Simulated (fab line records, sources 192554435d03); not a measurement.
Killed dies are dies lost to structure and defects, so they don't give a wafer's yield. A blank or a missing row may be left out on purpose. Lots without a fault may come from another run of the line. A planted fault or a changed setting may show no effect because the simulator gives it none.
Chamber matching | flow n5_finfet | N5_BEOL_M5_STRIP_64 on rie_diel-03: 4 sister chambers
The step strips in CF4. 16 wafers are shown with their chamber, then 8 later ones without.

WAFERS WITH THEIR CHAMBER
wafer  | chamber | showerhead_plenum_p_Torr (Torr) | oes_product_au (a.u.) | drypump_motor_current_A (A)
L077.1 | 0       | 1.85                            | 0.70                  | 5.4
L077.3 | 3       | 1.68                            | 0.76                  | 5.2
L077.5 | 0       | 1.85                            | 0.70                  | 5.4
L079.1 | 2       | 1.86                            | 0.74                  | 5.1
L079.4 | 1       | 1.85                            | 0.73                  | 5.4
L079.6 | 1       | 1.85                            | 0.73                  | 5.4
L080.1 | 2       | 1.86                            | 0.74                  | 5.1
L080.3 | 0       | 1.85                            | 0.70                  | 5.3
L080.6 | 2       | 1.86                            | 0.74                  | 5.1
L078.1 | 0       | 1.85                            | 0.69                  | 5.3
L078.3 | 2       | 1.86                            | 0.74                  | 5.1
L078.6 | 2       | 1.86                            | 0.74                  | 5.1
L082.1 | 1       | 1.85                            | 0.73                  | 5.5
L082.4 | 3       | 1.67                            | 0.75                  | 5.2
L082.6 | 1       | 1.85                            | 0.73                  | 5.5
L092.1 | 1       | 1.84                            | 0.72                  | 5.5

SIGNATURES (means of the wafers above)
reading                  | chamber 0 | chamber 1 | chamber 2 | chamber 3 | scatter within a chamber
showerhead_plenum_p_Torr | 1.8500    | 1.8480    | 1.8600    | 1.6750    | 0.00329
oes_product_au           | 0.6975    | 0.7280    | 0.7400    | 0.7550    | 0.00413
drypump_motor_current_A  | 5.350     | 5.460     | 5.100     | 5.200     | 0.0428
Rule: a wafer's distance from a chamber is the root of the sum, over the readings, of the square of ((its reading less the chamber's mean) divided by the reading's scatter). The wafer belongs to the nearest chamber; if the next one is less than 2 further off, it can't be placed. The scatter: the root of (the sum of the squares of (reading less its chamber's mean) over the shown wafers, divided by (wafers less chambers)).

WAFERS WITHOUT THEIR CHAMBER
wafer  | showerhead_plenum_p_Torr (Torr) | oes_product_au (a.u.) | drypump_motor_current_A (A)
L092.4 | 1.84                            | 0.71                  | 5.5
L092.6 | 1.85                            | 0.73                  | 5.1
L093.1 | 1.67                            | 0.73                  | 5.2
L093.4 | 1.84                            | 0.70                  | 5.4
L093.5 | 1.85                            | 0.72                  | 5.2
L096.2 | 1.66                            | 0.73                  | 5.2
L096.3 | 1.85                            | 0.71                  | 5.1
L096.6 | 1.84                            | 0.93                  | 5.4

WHICH CHAMBER EACH WENT THROUGH
wafer  | from the rows above          | in truth
L092.4 | can't be placed: 1 or 0      | 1
L092.6 | 2                            | 2
L093.1 | 3                            | 3
L093.4 | 0                            | 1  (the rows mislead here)
L093.5 | can't be placed: 2 or 1 or 0 | 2
L096.2 | 3                            | 3
L096.3 | can't be placed: 0 or 2      | 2
L096.6 | 2                            | 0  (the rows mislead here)
Placed correctly: 3 of 8. Can't be placed from these rows: 3 (the true chamber is among the candidates in 3). Placed wrongly: 2.
